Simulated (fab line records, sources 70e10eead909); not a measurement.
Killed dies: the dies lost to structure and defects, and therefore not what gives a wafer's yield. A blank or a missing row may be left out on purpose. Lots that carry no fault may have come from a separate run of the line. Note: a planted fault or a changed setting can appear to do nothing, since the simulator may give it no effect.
Matching of chambers :: flow nand-harc :: NHARC_P_M2_ETCH_35 on rie-diel-10: 4 sister chambers
The step etches the open film in N2/H2, target depth 40 nm, overetch 12 nm, time 43.94 s. 8 wafers are shown with their chamber, then 12 later ones without.

== WAFERS WITH THEIR CHAMBER ==
wafer: L082.2
chamber: 2
rf-vpp-V (V): 428.6
throttle-valve-pct (%): 14.173

wafer: L090.5
chamber: 1
rf-vpp-V (V): 432.3
throttle-valve-pct (%): 14.156

wafer: L090.6
chamber: 3
rf-vpp-V (V): 430.3
throttle-valve-pct (%): 14.171

wafer: L092.1
chamber: 1
rf-vpp-V (V): 430.4
throttle-valve-pct (%): 14.164

wafer: L092.2
chamber: 2
rf-vpp-V (V): 429.3
throttle-valve-pct (%): 14.180

wafer: L093.3
chamber: 0
rf-vpp-V (V): 430.2
throttle-valve-pct (%): 14.170

wafer: L093.4
chamber: 3
rf-vpp-V (V): 431.1
throttle-valve-pct (%): 14.171

wafer: L093.5
chamber: 0
rf-vpp-V (V): 431.3
throttle-valve-pct (%): 14.182

== WAFERS MISSING THEIR CHAMBER ==
wafer: L094.3
rf-vpp-V (V): 430.6
throttle-valve-pct (%): 14.177

wafer: L094.4
rf-vpp-V (V): 432.1
throttle-valve-pct (%): 14.182

wafer: L094.6
rf-vpp-V (V): 431.3
throttle-valve-pct (%): 14.187

wafer: L095.1
rf-vpp-V (V): 428.8
throttle-valve-pct (%): 14.173

wafer: L095.4
rf-vpp-V (V): 430.8
throttle-valve-pct (%): 14.167

wafer: L095.6
rf-vpp-V (V): 430.9
throttle-valve-pct (%): 14.181

wafer: L097.1
rf-vpp-V (V): 431.6
throttle-valve-pct (%): 14.185

wafer: L097.3
rf-vpp-V (V): 429.9
throttle-valve-pct (%): 14.178

wafer: L097.4
rf-vpp-V (V): 431.5
throttle-valve-pct (%): 14.171

wafer: L096.1
rf-vpp-V (V): 430.9
throttle-valve-pct (%): 14.170

wafer: L096.3
rf-vpp-V (V): 430.3
throttle-valve-pct (%): 14.173

wafer: L096.4
rf-vpp-V (V): 430.9
throttle-valve-pct (%): 14.156

== THE CHAMBER EACH PASSED THROUGH ==
wafer: L094.3
from the rows above: can't be placed: 0 or 3 or 2
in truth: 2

wafer: L094.4
from the rows above: can't be placed: 0 or 3 or 2
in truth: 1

wafer: L094.6
from the rows above: can't be placed: 0 or 3 or 2
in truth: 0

wafer: L095.1
from the rows above: can't be placed: 2 or 3 or 0
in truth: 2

wafer: L095.4
from the rows above: can't be placed: 3 or 1 or 0
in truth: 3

wafer: L095.6
from the rows above: can't be placed: 0 or 3 or 2
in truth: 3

wafer: L097.1
from the rows above: can't be placed: 0 or 3 or 2
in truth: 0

wafer: L097.3
from the rows above: can't be placed: 0 or 2 or 3
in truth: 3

wafer: L097.4
from the rows above: can't be placed: 3 or 0 or 1
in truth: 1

wafer: L096.1
from the rows above: can't be placed: 3 or 0 or 1
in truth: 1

wafer: L096.3
from the rows above: can't be placed: 3 or 0 or 2
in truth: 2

wafer: L096.4
from the rows above: can't be placed: 1 or 3
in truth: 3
Correctly placed: 0 of 12. Unplaceable from these rows: 12, with the true chamber sitting among the candidates in 11. Wrongly placed: 0.
How it was worked out, from the rows above alone: a wafer's distance from a chamber is the root of the sum, over the readings, of the square of ((its reading less the chamber's mean) divided by the reading's scatter). If the next closest chamber is less than 2 further off than the closest, the wafer can't be placed; otherwise it belongs to the closest. A chamber's mean is the mean of its shown wafers. The scatter: the root of (the sum of the squares of (reading less its chamber's mean) over the shown wafers, divided by (wafers less chambers)).
